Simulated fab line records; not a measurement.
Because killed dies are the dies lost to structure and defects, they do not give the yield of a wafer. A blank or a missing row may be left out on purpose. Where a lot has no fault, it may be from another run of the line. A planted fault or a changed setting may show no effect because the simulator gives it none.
What tool caused it? -- flow n5Finfet -- 24 lots with 72 wafers sampled at 3 steps, on a route of 1938 steps

== WHAT THE GAUGES SHOWED, per wafer ==
N5_BEOL_M10_OVL_MEAS_29.
lot,measured,on,V9_OVL (nm)
L076,day 11 14:50,overlay-01,1.9 1.1 1.3
L074,day 11 19:23,overlay-02,0.8 1.1 0.1
L075,day 11 22:43,overlay-01,1.8 2.0 2.6
L077,day 11 22:33,overlay-02,0.0 1.4 0.1
L078,day 12 17:39,overlay-01,0.4 1.4 1.0
L080,day 12 21:50,overlay-02,1.7 1.9 0.5
L079,day 12 21:40,overlay-01,0.4 -0.5 -0.8
L081,day 12 22:17,overlay-02,0.0 -0.2 1.6
L082,day 13 06:53,overlay-02,-1.1 -0.3 0.8
L083,day 14 04:43,overlay-01,0.8 1.0 1.3
L084,day 14 08:28,overlay-02,1.2 0.5 1.1
L087,day 14 15:21,overlay-01,0.9 -0.2 0.4
L085,day 14 17:11,overlay-02,0.6 1.5 1.1
L086,day 14 18:34,overlay-01,-0.3 0.2 0.1
L091,day 15 21:13,overlay-02,2.1 -0.2 -0.1
L089,day 16 00:39,overlay-02,0.6 0.7 0.8
L090,day 16 00:36,overlay-01,-0.2 0.1 0.2
L088,day 16 00:49,overlay-02,1.6 1.7 -0.1
L092,day 16 00:59,overlay-01,0.4 0.7 -0.2
L094,day 16 11:55,overlay-01,0.3 0.9 1.5
L093,day 16 14:02,overlay-01,0.3 2.0 0.3
L095,day 16 22:49,overlay-02,1.5 2.2 0.8
L097,day 17 08:52,overlay-01,0.4 1.6 0.7
L096,day 17 09:02,overlay-01,0.8 -0.4 1.5

== WHICH TOOL RAN EACH LOT (tool, then ch and the chambers of the sampled wafers, then the start) ==
lot,N5_BEOL_M9_STRIP_80,N5_BEOL_M9_SURFACE_TREAT_79
L076,"rieDiel-05 ch 0,1,2, day 11 09:04 or earlier","pvdSputter-03, day 11 09:04"
L074,"rieDiel-02 ch 1,2,3, day 11 12:06 or earlier","pvdSputter-02, day 11 12:06"
L075,"rieDiel-05 ch 0,2, day 11 16:12 or earlier","pvdSputter-01, day 11 16:12"
L077,"rieDiel-01 ch 0,2, day 11 16:19 or earlier","pvdSputter-02, day 11 16:19"
L078,"rieDiel-01 ch 1,2,3, day 12 10:53 or earlier","pvdSputter-01, day 12 10:53"
L080,"rieDiel-05 ch 1,2,3, day 12 16:04 or earlier","pvdSputter-02, day 12 16:04"
L079,"rieDiel-02 ch 1,2, day 12 16:16 or earlier","pvdSputter-02, day 12 16:16"
L081,"rieDiel-01 ch 0,3, day 12 16:38 or earlier","pvdSputter-02, day 12 16:38"
L082,"rieDiel-02 ch 1,2,3, day 12 23:44 or earlier","pvdSputter-03, day 12 23:44"
L083,"rieDiel-01 ch 1,2,3, day 13 18:54 or earlier","pvdSputter-03, day 13 18:54"
L084,"rieDiel-01 ch 2,3, day 14 01:13 or earlier","pvdSputter-02, day 14 01:13"
L087,"rieDiel-05 ch 1,2,3, day 14 10:20 or earlier","pvdSputter-03, day 14 10:20"
L085,"rieDiel-02 ch 0,3, day 14 10:22 or earlier","pvdSputter-03, day 14 10:22"
L086,"rieDiel-05 ch 1,2, day 14 10:28 or earlier","pvdSputter-01, day 14 10:28"
L091,"rieDiel-02 ch 0,1,3, day 15 16:08 or earlier","pvdSputter-01, day 15 16:08"
L089,"rieDiel-01 ch 0,1,3, day 15 16:14 or earlier","pvdSputter-03, day 15 16:14"
L090,"rieDiel-05 ch 0,1,3, day 15 16:49 or earlier","pvdSputter-01, day 15 16:49"
L088,"rieDiel-05 ch 0,1,2, day 15 18:41 or earlier","pvdSputter-01, day 15 18:41"
L092,"rieDiel-05 ch 0,1,3, day 15 19:22 or earlier","pvdSputter-02, day 15 19:22"
L094,"rieDiel-02 ch 0,1,3, day 16 07:19 or earlier","pvdSputter-01, day 16 07:19"
L093,"rieDiel-01 ch 0,1,2, day 16 07:33 or earlier","pvdSputter-03, day 16 07:33"
L095,"rieDiel-01 ch 0,2, day 16 15:45 or earlier","pvdSputter-01, day 16 15:45"
L097,"rieDiel-05 ch 1,2,3, day 17 00:31 or earlier","pvdSputter-02, day 17 00:31"
L096,"rieDiel-01 ch 0,1,2, day 17 00:35 or earlier","pvdSputter-01, day 17 00:35"
- N5_BEOL_M9_STRIP_80: strips in N2/H2, time 10 s.
- N5_BEOL_M9_SURFACE_TREAT_79

== AS READ BY THE TOOLS THEMSELVES (means over the sampled wafers that have a number; for cases with no such wafer, the mark the record gives instead) ==
N5_BEOL_M9_STRIP_80.
lot,tool,drypumpMotorCurrentA (A),oesProductAu (a.u.),rfVppV (V),showerheadPlenumPTorr (Torr),throttleValvePct (%)
L076,rieDiel-05,5.8,0.71,59.6,2.51,23.57
L074,rieDiel-02,6.1,0.82,60.4,2.60,23.63
L075,rieDiel-05,5.7,0.70,59.6,2.54,23.69
L077,rieDiel-01,6.2,0.86,60.2,2.62,23.70
L078,rieDiel-01,5.8,0.88,59.2,2.61,23.47
L080,rieDiel-05,5.6,0.80,59.4,2.50,23.42
L079,rieDiel-02,5.9,0.81,58.1,2.56,23.56
L081,rieDiel-01,6.0,0.81,59.0,2.56,23.65
L082,rieDiel-02,6.1,0.81,59.0,2.59,23.65
L083,rieDiel-01,5.8,0.87,59.2,2.61,23.48
L084,rieDiel-01,5.8,0.85,58.8,2.59,23.40
L087,rieDiel-05,5.6,0.78,59.1,2.49,23.45
L085,rieDiel-02,5.8,0.76,58.6,2.64,24.00
L086,rieDiel-05,5.4,0.71,58.6,2.43,23.43
L091,rieDiel-02,5.8,0.81,59.6,2.62,23.83
L089,rieDiel-01,6.0,0.81,58.9,2.57,23.76
L090,rieDiel-05,6.0,0.85,58.6,2.56,23.53
L088,rieDiel-05,5.7,0.79,59.9,2.50,23.52
L092,rieDiel-05,6.0,0.85,59.7,2.56,23.54
L094,rieDiel-02,5.8,0.80,58.9,2.62,23.82
L093,rieDiel-01,6.0,0.85,59.7,2.61,23.67
L095,rieDiel-01,6.0,0.87,59.1,2.63,23.50
L097,rieDiel-05,5.6,0.75,59.0,2.48,23.46
L096,rieDiel-01,6.0,0.84,59.7,2.61,23.68

== THE ANSWER, worked out from the rows above alone ==
Rule: usual is defined by the lots themselves. Put in order of their means at a reading, lots are off if they are a third of the lots or fewer, leave a main group of 4 or more, and stand apart from it by a gap of 3 or more times the standard deviation of the main group's means; of several such gaps the widest counts. The tables above print the reading to a certain number of digits; a main group whose means all agree to those digits is not used. A lot without any number at a reading at which 4 lots or more have one is off too. Any other lot the step has rows for is counted as sound. Order of review: gauges by route order, followed by the tools' own readings, for which a lot's mean as printed above is used. At the first step where some lot is off, the reading lying furthest off is the one used; lots without a number count as furthest.
None of the lots is off at any reading shown; this tells nothing.

== WHAT WAS PUT IN BY THE SIMULATOR ==
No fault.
